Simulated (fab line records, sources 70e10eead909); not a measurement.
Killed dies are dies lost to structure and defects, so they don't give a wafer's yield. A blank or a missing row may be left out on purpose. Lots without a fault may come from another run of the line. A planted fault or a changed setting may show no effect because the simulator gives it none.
A struck lot beside a sound one | flow nand_harc | 21 steps out of a route of 1302
Sound: wafers L758.3, L758.4, L758.6. Struck: wafers L753.5, L753.6. The cause comes at the end.
At each step with rows: each side's tool, then ch and its chambers, then its first start. Under that, the readings that differ: sound wafers | struck wafers | difference of the means | sigmas: that difference in standard deviations of wafers without a fault.
alike: readings whose means differ by less than 2 such deviations, and words and numbers that are the same on both sides. not compared: withheld readings, readings that some wafer has no value for, bounds like >300 that may hide the same value, and numbers for which the record gives no deviation and whose values overlap.
The two part at a step that has a row with sigmas, a row that says differs or no value, or rows on one side only. Numbers that don't overlap but have no deviation are shown without sigmas and don't part them. A reading that every wafer of one side lacks parts them only if that side has two wafers or more.

NHARC_A_M1_OVL_MEAS_10: pitch 240 nm.
  sound on overlay-01, day 31 02:26; struck on overlay-02, day 28 18:32
  alike: overlay_x_nm, overlay_y_nm
NHARC_A_M1_INSPECT_11:
  sound on defect_inspect-01, day 31 02:28; struck on defect_inspect-02, day 28 18:35
  alike: raw_defect_count
then, 1 step without rows for these wafers: NHARC_A_M1_DESCUM_14 (chemistry O2, time 3 s).
NHARC_A_M1_ETCH_35: etches the open film in N2/H2, target depth 40 nm, overetch 12 nm, time 43.94 s.
  sound on rie_diel-05 ch 1,3, day 31 02:37; struck on rie_diel-08 ch 0,3, day 28 18:44
  alike: drypump_motor_current_A, mfc_ar_sccm, oes_product_au, rf_vpp_V, showerhead_plenum_p_Torr, throttle_valve_pct
  not compared: rf_hours_counter_h
NHARC_A_M1_ETCH_15: etches the open film in C4F8/Ar, target depth 182.5 nm, time 91.2 s.
  sound on rie_diel-05 ch 0,1,3; struck on rie_diel-08 ch 0,3
  alike: oes_product_au, rf_vpp_V
  not compared: rf_hours_counter_h
NHARC_A_M1_CD_MEAS_16:
  sound on cd_sem-02, day 31 02:50; struck on cd_sem-02, day 28 18:57
  alike: cd_nm
then, 4 steps without rows for these wafers: NHARC_A_M1_STRIP_18 (strips in N2/H2); NHARC_A_M1_ETCH_28 (etches the open film in CF4/N2, target depth 30 nm, time 72.99 s); NHARC_A_M1_STRIP_19 (strips in post etch residue remover, time 600 s); NHARC_A_M1_DEGAS_29 (time 60 s).
NHARC_A_M1_PRE_CLEAN_30: time 30 s.
  sound on pvd_sputter-02; struck on pvd_sputter-01
  alike: heater_power_w
NHARC_A_M1_PVD_20: deposits TaN, target thk 5 nm, time 8.06 s.
  sound on pvd_sputter-02; struck on pvd_sputter-01
  alike: throttle_valve_pct
NHARC_A_M1_PVD_21: deposits Cu, target thk 30 nm, time 20.49 s.
  sound on pvd_sputter-02, day 31 03:46; struck on pvd_sputter-01, day 28 23:49
  reading                | sound          | struck    | difference | sigmas
  throttle_valve_pct (%) | 31.0 32.0 30.9 | 28.8 29.3 | -2.2       | -2
then, 1 step without rows for these wafers: NHARC_A_M1_ECD_22 (material Cu, target thk 400 nm).
NHARC_A_M1_ANNEAL_31: time 90 s.
  sound on rtp_anneal-02 ch 0, day 31 04:23; struck on rtp_anneal-02 ch 0, day 29 00:30
  alike: wafer_temp_C_max
then, 2 steps without rows for these wafers: NHARC_A_M1_CMP_23 (polishes, t overpolish 20 s, target thk 154.34 nm); NHARC_A_M1_SRD_25.
NHARC_A_M1_INSPECT_27:
  sound on defect_inspect-02, day 31 05:05; struck on defect_inspect-02, day 29 01:07
  alike: raw_defect_count
then, 2 steps without rows for these wafers: NHARC_A_M1_PRE_CLEAN_32 (time 12 s); NHARC_A_M1_DEP_33 (deposits SiCN, target thk 30 nm).
NHARC_END_SORT_01:
  the record has rows for the struck wafers here (prober-02 ch 0, day 30 10:58) and none for the sound ones

WHERE THEY PART
First at NHARC_A_M1_PVD_21; last, within this record, at NHARC_END_SORT_01.

WHY: what the simulator had put in
Process parameter drift: pvd_sputter-01, from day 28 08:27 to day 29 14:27, at NHARC_A_M1_PVD_21. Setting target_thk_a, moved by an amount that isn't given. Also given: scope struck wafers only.
